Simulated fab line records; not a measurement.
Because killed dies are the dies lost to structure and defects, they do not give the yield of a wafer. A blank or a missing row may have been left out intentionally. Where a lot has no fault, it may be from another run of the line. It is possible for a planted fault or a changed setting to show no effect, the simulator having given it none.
Comparing a struck lot with a sound one ; flow n5Finfet ; 14 steps out of a route of 1938
Sound: the wafers L955.2, L955.3, L955.5. Wafers L964.4, L964.5, L964.6 were the ones struck. At the end, the cause is stated.
Each step with rows lists, per side, the tool, then ch with its chambers, then its first start. Under that, the readings that differ: sound wafers ; struck wafers ; difference of the means ; sigmas: that difference in standard deviations of wafers without a fault.
alike: readings with means less than 2 such deviations apart, plus words and numbers identical on both sides. not compared: withheld readings, readings lacking a value on some wafer, bounds such as >300 that could conceal the same value, and numbers that have no deviation in the record and whose values overlap.
A row with sigmas, a row that says differs or no value, or rows on one side alone: a step with any of these is where the two part. Numbers that have no deviation but don't overlap get no sigmas and don't part them. Lack of a reading on every wafer of one side parts them only where that side has two or more wafers.

N5_BEOL_M0_SAQP_ETCH_73: etches SiARC in CF4, target depth 19.5 nm, time 32.5 s.
  sound on rieDiel-01 ch 0,2,3, day 7 17:34; struck on rieDiel-02 ch 0,2,3, day 9 23:01
  alike: chamberPressureMTorr, drypumpMotorCurrentA, etchRfOnTimeS, oesProductAu, rfVppV, showerheadPlenumPTorr, throttleValvePct
  not compared: rfHoursCounterH
N5_BEOL_M0_SAQP_CUT_ETCH_46: etches SOC in N2/H2, target depth 135 nm, overetch 27 nm, time 202.5 s.
  sound on rieDiel-01 ch 0,2,3, day 7 17:36; struck on rieDiel-02 ch 0,2,3, day 9 23:06
  alike: chamberPressureMTorr, drypumpMotorCurrentA, rfVppV, showerheadPlenumPTorr, throttleValvePct
  not compared: rfHoursCounterH
then, 2 steps without rows for these wafers: N5_BEOL_M0_SAQP_STRIP_74 (strips in N2/H2); N5_BEOL_M0_SAQP_STRIP_89 (strips in N2/H2).
N5_BEOL_M0_SAQP_ALD_48: deposits SiO2, target thk 20 nm, pulse time 1 s, co reactant pulse time 1 s.
  sound on aldSin-03 ch 0,3, day 7 18:07; struck on aldSin-04 ch 1,2,3, day 9 23:14
  alike: heaterPowerW, precursorPulseHeightRel
N5_BEOL_M0_SAQP_ETCH_49: etches SiO2 in CF4/O2, target depth 37 nm.
  sound on rieDiel-03 ch 1,2, day 7 18:49; struck on rieDiel-03 ch 0,1,2, day 9 23:48
  alike: chamberPressureMTorr, drypumpMotorCurrentA, oes_ar_750_au, oesProductAu, rfVppV, showerheadPlenumPTorr, throttleValvePct
  not compared: rfHoursCounterH
N5_BEOL_M0_SAQP_STRIP_75: strips in CF4.
  sound on rieDiel-03 ch 1,2, day 7 18:55; struck on rieDiel-03 ch 0,1,2, day 9 23:52
  alike: chamberPressureMTorr, drypumpMotorCurrentA, oesProductAu, rfVppV, showerheadPlenumPTorr, throttleValvePct
  not compared: rfHoursCounterH
then, 5 steps without rows for these wafers: N5_BEOL_M0_CUTY_COAT_50 (time 60 s, resist thk 15 nm); N5_BEOL_M0_CUTY_COAT_51 (resist thk 150 nm); N5_BEOL_M0_CUTY_EBR_52; N5_BEOL_M0_CUTY_SOFTBAKE_53 (time 60 s); N5_BEOL_M0_CUTY_EXPOSE_54 (exposes mask M0 ABLK).
N5_BEOL_M0_CUTY_PEB_55: peb time 60 s.
  sound on lithoTrack-04 ch 0, day 7 19:15; struck on lithoTrack-03, day 10 00:11
  no value came back on the struck wafers for chillPlateTempC (C), exhaustPa (Pa); on the sound wafers chillPlateTempC (C) reads 22.88 23.18 23.09
then, 1 step without rows for these wafers: N5_BEOL_M0_CUTY_DEVELOP_56 (develop time 30 s).

## WHERE THEY PART
Only at N5_BEOL_M0_CUTY_PEB_55, as far as this record shows.

WHY: what had been put in by the simulator
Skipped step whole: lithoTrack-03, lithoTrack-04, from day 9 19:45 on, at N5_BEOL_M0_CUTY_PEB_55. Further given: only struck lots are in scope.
